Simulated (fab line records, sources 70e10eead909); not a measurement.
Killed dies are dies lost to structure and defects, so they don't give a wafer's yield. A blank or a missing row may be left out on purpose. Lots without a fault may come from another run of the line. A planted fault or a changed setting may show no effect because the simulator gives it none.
fab line records | flow nand_harc
record lots=5 wafers=14 last_day=22
route steps=1159 shown A_WL_FILL@822 A_CONTACT@840 END@1159
lots that met no fault: from a run of the same line without faults
start_h: hours from the record's first day to the start of the lot's first wafer shown | wait_h: hours since the lot's step before | " the same as in the row above | L1.1+2: a row that stands for several wafers | - no value, or no start given | * or withheld: withheld | < > ~ a bound
route shown NAME@n: a module of which the file shows steps, and the number in the route of the first | usual: mean/standard deviation of fault-free wafers | same: alike in all rows | chamber/n: place in a boat | sites: the reading at each site | _std_site: their standard deviation | _edge_site: outer sites' mean less inner sites' | radius_mm: how far each site lies from the wafer's centre | mask NAME#n: copy n | behind: the tool/chamber that last shaped the wafer | hold: why the lot was held/for how many hours/how that ended | device: the transistor (n, p or np) that didn't switch | end of line: the same wafers' tests at the end of the route | a step without rows: its recipe alone | killed: dies lost to structure and defects at the first sort, not the wafer's yield | map: a wafer's dies, x killed, . not, _ none there
set.NAME: the setting as run; set.NAME@STEP: as run at that earlier step | model.NAME: the simulator's own value behind a step, which no gauge read
lots at some steps of the route; a table a step, a row a wafer
services: from which hour (start_h, from the record's first day; less than 0 if before it) a tool's chamber was out of use, for how many hours, and why
## steps
# step NHARC_A_WL_FILL_ALD_10
# recipe target_thk_a=500 pulse_time_s=10 ald_cycles=500 temp_c=300 material=SiO2
# step NHARC_A_WL_FILL_ETCHBACK_16
# recipe target_depth_a=880 time_s=17.6 c4f8_flow_sccm=withheld o2_flow_sccm=8 ar_flow_sccm=withheld rf_w=600 bias_w=800 chemistry=C4F8/O2/Ar
# step NHARC_A_WL_FILL_STRIP_29
# recipe time_s=20 o2_flow_sccm=500 ar_flow_sccm=0 bias_w=0 chemistry=O2
# step NHARC_A_WL_FILL_ETCHBACK_17
# recipe target_depth_a=40 time_s=26.7 chemistry=Cl2/BCl3
# usual drypump_motor_current_A=5.4/0.52 he_backside_leak_sccm=3.31/0.29 oes_product_au=0.999/0.0082
# columns lot.wafer tool chamber start_h wait_h drypump_motor_current_A he_backside_leak_sccm oes_product_au rf_hours_counter_h
L382.2 rie_metal-03 1 346.81 - 5.8 3.11 0.991 1.6
L382.1 " 0 " " 4.9 3.04 0.988 1.6
L382.3 " 1 " " 5.9 3.15 0.992 -
L381.4 rie_metal-01 0 355.44 - 5.9 2.87 1.002 -
L381.3 " 1 " " 6.1 3.57 1.007 -
L381.5 " 0 " " 5.9 3.09 1.001 -
L384.1 rie_metal-01 1 367.30 - 6.1 3.27 1.008 0.6
L384.3 " 0 " " 5.9 3.23 0.998 -
L384.6 " 0 " " 5.9 3.30 1.008 -
L391.3 rie_metal-02 1 422.62 - 4.9 3.44 1.015 -
L391.4 " 0 " " 4.9 3.52 1.005 -
L391.6 " 1 " " 4.9 3.41 0.996 -
L396.2 rie_metal-03 0 434.50 - 4.9 3.20 0.994 4.2
L396.4 " 0 " " 4.9 3.18 1.000 -
# step NHARC_A_WL_FILL_PRECLEAN_18
# recipe time_s=30 chemistry=dHF
# step NHARC_A_WL_FILL_SRD_21
# step NHARC_A_WL_FILL_CVD_23
# recipe target_thk_a=400 temp_c=620 pressure_mtorr=200 time_s=800 material=poly-Si
# step NHARC_A_WL_FILL_ETCHBACK_26
# recipe target_depth_a=520 time_s=13.3 hbr_flow_sccm=150 rf_w=350 icp_w=350 bias_w=60 chemistry=HBr
# usual drypump_motor_current_A=5.8/0.58 he_backside_leak_sccm=2.61/0.2 oes_product_au=1.003/0.0099 throttle_valve_pct=23.267/0.0082
# columns lot.wafer tool chamber start_h wait_h drypump_motor_current_A he_backside_leak_sccm oes_product_au rf_hours_counter_h throttle_valve_pct
L382.3 rie_si-05 1 353.28 0.4 6.6 2.71 0.993 0.8 23.271
L382.2 " 3 " " 6.2 2.31 0.999 0.6 23.253
L382.1 " 0 " " 6.4 2.99 1.016 0.4 23.269
L381.3 rie_si-04 3 360.61 0.4 4.7 2.71 1.010 0.6 23.277
L381.4 " 1 " " 5.5 2.77 1.005 0.6 23.267
L381.5 " 0 " " 6.1 2.45 1.021 - 23.250
L384.1 rie_si-04 1 372.70 0.4 5.4 2.72 0.994 0.6 23.259
L384.3 " 2 " " 5.8 2.80 1.000 0.7 23.271
L384.6 " 2 " " 5.8 2.76 1.012 - 23.271
L391.3 rie_si-05 3 427.61 0.4 6.2 2.33 1.013 0.1 23.254
L391.4 " 0 " " 6.4 2.74 1.021 0.0 23.267
L391.6 " 3 " " 6.2 2.34 1.013 - 23.274
L396.4 rie_si-05 2 439.54 0.4 5.4 2.54 1.009 0.2 23.260
L396.2 " 0 " " 6.4 2.86 1.024 0.2 23.270
# step NHARC_A_WL_FILL_PRECLEAN_30
# recipe time_s=10 chemistry=dHF
# step NHARC_A_WL_FILL_SRD_14
# step NHARC_A_WL_FILL_ALD_19
# recipe target_thk_a=20 pulse_time_s=3 ald_cycles=100 temp_c=450 material=TiN
# usual heater_power_outer_w=691/41 heater_power_w=1095/65 precursor_pulse_height_rel=1.000/0.02
# same pulse_time_s=3
# columns lot.wafer tool chamber start_h wait_h heater_power_outer_w heater_power_w precursor_pulse_height_rel
L382.2 ald_metal-01 2 353.57 0.1 704 1144 0.994
L382.1 " 3 " " 802 1208 1.024
L382.3 " 0 " " 650 967 0.994
L381.3 ald_metal-01 2 360.92 0.1 724 1132 1.003
L381.4 " 3 " " 811 1232 0.998
L381.5 " 1 " " 673 1079 1.001
L384.1 ald_metal-04 2 372.97 0.1 661 1080 0.994
L384.3 " 0 " " 648 1080 0.973
L384.6 " 3 " " 736 1220 1.004
L391.3 ald_metal-01 2 427.90 0.1 718 1168 0.990
L391.6 " 1 " " 670 1087 1.019
L391.4 " 2 " " 740 1142 1.019
L396.4 ald_metal-04 2 439.85 0.1 642 1041 1.016
L396.2 " 3 " " 715 1148 0.999
# step NHARC_A_WL_FILL_CVD_20
# recipe target_thk_a=750 temp_c=300 pressure_torr=40 wf6_flow_sccm=40 h2_flow_sccm=1600 ar_flow_sccm=1560 time_s=5064 material=W
# usual heater_power_outer_w=277/27 heater_power_w=482/58 throttle_valve_pct=7.81/0.27
# columns lot.wafer tool chamber start_h wait_h heater_power_outer_w heater_power_w throttle_valve_pct
L382.2 cvd_w-01 1 356.33 - 235 395 7.96
L382.1 " 0 " " 282 525 8.24
L382.3 " 1 " " 233 386 7.64
L381.3 cvd_w-02 0 371.12 - 312 541 7.57
L381.4 " 0 372.53 - 319 533 7.73
L381.5 " 0 373.94 - 316 518 7.79
L384.1 cvd_w-01 0 381.23 - 290 534 7.93
L384.3 " 0 382.66 - 288 529 8.01
L384.6 " 0 384.09 - 297 534 7.87
L391.3 cvd_w-01 1 433.04 - 241 386 7.58
L391.4 " 1 434.47 - 237 390 7.66
L391.6 " 1 437.34 - 235 396 7.58
L396.2 cvd_w-02 0 441.13 - 313 523 7.53
L396.4 " 0 442.55 - 301 533 7.56
# step NHARC_A_WL_FILL_CMP_12
# recipe t_overpolish_s=30 target_thk_nm=75
# usual motor_current_A=11.7/0.98 overpolish_run_s=29.999/0.0086 time_to_endpoint_s=14.4/2.1
# same t_overpolish_s=30
# columns lot.wafer tool chamber start_h wait_h motor_current_A overpolish_run_s time_to_endpoint_s
L382.2 cmp-04 0 361.31 4.3 11.5 30.009 17.5
L382.3 " 1 " " 11.2 29.983 18.9
L382.1 " 2 " " 11.5 30.009 16.1
L381.4 cmp-03 3 377.55 3.6 11.1 29.999 13.8
L381.3 " 0 " " 11.4 30.007 19.0
L381.5 " 1 " " 12.9 30.009 16.4
L384.1 cmp-03 1 385.56 3.6 13.5 29.984 13.2
L384.3 " 2 " " 10.5 29.993 12.5
L384.6 " 1 " " 13.9 29.997 13.9
L391.4 cmp-02 3 439.53 3.6 12.7 30.002 8.3
L391.3 " 0 " " 11.9 29.998 12.6
L391.6 " 3 " " 12.9 30.005 9.2
L396.4 cmp-03 2 446.14 2.9 10.7 30.006 14.6
L396.2 " 1 " " 14.2 29.988 14.6
# step NHARC_A_WL_FILL_SRD_31
# step NHARC_A_CONTACT_DEP_24
# recipe target_thk_a=5000 temp_c=400 pressure_torr=6.5 rf_w=900 teos_flow_sccm=161.4 flow_sccm=2650 target_thk_nm=500 gas=O2 material=SiO2
# usual heater_power_outer_w=289/46 heater_power_w=536/69 throttle_valve_pct=16.0/0.52
# columns lot.wafer tool chamber start_h wait_h hold heater_power_outer_w heater_power_w throttle_valve_pct
L382.2 pecvd-02 0 362.05 0.3 - 299 580 16.7
L382.1 " 1 " " - 284 496 15.3
L382.3 " 2 " " - 191 388 14.9
L381.3 pecvd-01 2 378.18 0.2 - 261 517 15.8
L381.4 " 0 " " - 261 515 15.7
L381.5 " 1 " " - 377 717 16.1
L384.1 pecvd-01 0 386.12 0.1 - 316 593 15.7
L384.3 " 2 " " - 323 614 15.8
L384.6 " 1 " " - 385 692 16.2
L391.3 pecvd-04 1 440.13 0.1 - 255 485 15.8
L391.4 " 1 " " - 281 507 15.6
L391.6 " 2 " " - 263 495 16.7
L396.2 pecvd-02 2 451.90 5.1 await_dispo/4.9h/release 203 399 15.4
L396.4 " 0 " " await_dispo/4.9h/release 314 581 16.4
# step NHARC_END_SORT_01
# recipe temp_c=25
# usual killed_at_array=27/8.8 killed_at_other=0.4/0.82 killed_at_periphery=3.1/2.1 killed_dies=31/8.8 killed_open=3.3/2 killed_short=2.0/1.4
# same gross_dies=677
# columns lot.wafer tool chamber start_h wait_h killed_at_array killed_at_other killed_at_periphery killed_dies killed_open killed_short
L391.3 prober-02 0 518.68 3.1 13 0 3 16 5 1
L391.6 prober-02 0 521.09 4.0 12 0 4 16 2 2
L396.2 prober-01 0 535.26 2.8 100 0 6 106 4 1
L396.4 prober-01 0 536.87 3.4 97 0 3 100 2 1
# killed by level:class
L391.3 A_CHANNEL_HOLE_D1:chamber_film_flake=6 P_M0:geometric_particle:open=2 A_WL_FILL:geometric_particle:short=1 A_CONTACT:geometric_particle:open=1 A_M0:geometric_particle:open=1 A_M1:geometric_particle:open=1 P_STI:chamber_film_flake=1 A_STAIRCASE:chamber_film_flake=1
L391.6 A_CONTACT:chamber_film_flake=5 P_STI:chamber_film_flake=2 A_STAIRCASE:chamber_film_flake=2 A_WL_FILL:chamber_film_flake=2 P_M0:geometric_particle:open=1 P_M1:geometric_particle:short=1 A_M0:geometric_particle:short=1 A_M1:geometric_particle:open=1
L396.2 A_WL_FILL:unspecified=69 A_SLIT:chamber_film_flake=14 A_CONTACT:chamber_film_flake=7 P_GATE:chamber_film_flake=5 A_CHANNEL_HOLE_D1:chamber_film_flake=3 A_WL_FILL:geometric_particle:open=2 A_CONTACT:geometric_particle:open=2 A_ONON_D1:geometric_particle:short=1
L396.4 A_WL_FILL:unspecified=65 A_SLIT:chamber_film_flake=17 A_CONTACT:chamber_film_flake=8 P_GATE:chamber_film_flake=2 A_STAIRCASE:chamber_film_flake=2 A_CHANNEL_FILL_D1:geometric_particle:short=1 A_CHANNEL_FILL_D1:geometric_particle:open=1 A_M0:geometric_particle:open=1
# map L396.2 (x killed, . not)
____________x____________
_________xx.xxx._________
_______xxxxxxx...x_______
______xxxxxxxx.....______
_____.xxxxxxxx......_____
____..xxxxxxxx.......____
____.xxxxxxxx........____
___..xxxxxxxx.x.......___
___.....xxxxx.......xx___
__....xxxxx.x......x.xx__
__......xxxx...x....xxx__
_.......x..........xx.xx_
_...................xx.._
_.....................x._
_....................x.._
_...x.................xx_
........x................
.....................x...
.......x.................
.........................
............x............
_.............x........x_
_..............x.x......_
_......................._
_.............x........._
_......................._
__.............xx......__
__...x.................__
___..................x___
___...................___
____.................____
____.................____
_____.....x........._____
______.....x.......______
_______..........._______
_________......._________
____________.____________
# map L381.5 (x killed, . not)
____________.____________
_________......._________
_______..........._______
______x............______
_____..............._____
____.................____
____....xx...........____
___.........x.........___
___...x..x.........x..___
__....................x__
__....x................__
_......................._
_......................._
_......................x_
_...............x......x_
_......x........x......._
.......................x.
........xx.......x.......
.........................
.....................x...
..........x..............
_......................._
_......................._
_......................._
_.............x........._
_......................._
__.x...................__
__.....................__
___.............x.....___
___..................x___
____...............x.____
____.................____
_____.........x.x..._____
______.............______
_______..........._______
_________......._________
____________.____________
## services
# columns tool chamber start_h hours kind
cmp-02 - 324.68 4.0 pm
rie_metal-03 - 326.37 1.2 repair
rie_si-05 0 327.97 8.6 repair
pecvd-01 0 328.75 6.2 repair
rie_metal-01 - 332.00 9.0 pm
pecvd-02 0 332.26 5.2 repair
pecvd-02 - 334.24 13.0 pm
cvd_w-01 1 335.79 13.0 repair
cvd_w-02 1 348.95 29.2 repair
cvd_w-01 - 349.92 0.3 repair
cvd_w-01 - 350.75 2.6 repair
cmp-03 - 352.02 4.0 pm
cmp-03 - 357.14 6.1 repair
cvd_w-02 0 363.96 1.8 repair
cvd_w-02 - 376.77 13.0 pm
ald_metal-04 - 406.00 10.0 pm
ald_metal-01 0 407.91 31.2 repair
rie_si-05 - 416.00 9.0 pm
ald_metal-04 1 416.52 6.7 repair
pecvd-01 - 418.61 13.0 pm
cvd_w-01 0 429.03 9.8 repair
cmp-03 - 439.07 1.0 repair
ald_metal-04 3 448.93 19.9 repair
cmp-03 - 450.02 4.0 pm
## key
first_sign step=NHARC_END_SORT_01 reading=killed_dies direction=up sigmas=8.2 usual=31 struck=103
effect step=NHARC_END_SORT_01 reading=killed_at_array direction=up sigmas=8.1 usual=27 struck=98
more_kills_born_at NHARC_A_WL_FILL_CVD_20@cvd_w-02=134
met_at NHARC_A_WL_FILL_CVD_20
struck_wafers L396.2,L396.4
tester_left_out L396
onset_between 371.12 441.13
also_fits time
fault kind=chamber_particle_source tool=cvd_w-02 chamber=0 onset_h=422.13 steps=NHARC_A_WL_FILL_CVD_20 rate_per_visit_cm2=0.94521 end_h=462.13
# tester_left_out: of these lots the tester's yield and bins aren't shown, on N5 and GAA mostly nor the transistor test; their killed dies are dies lost to structure and defects alone, not to doping, threshold or leakage, so they don't give the yield
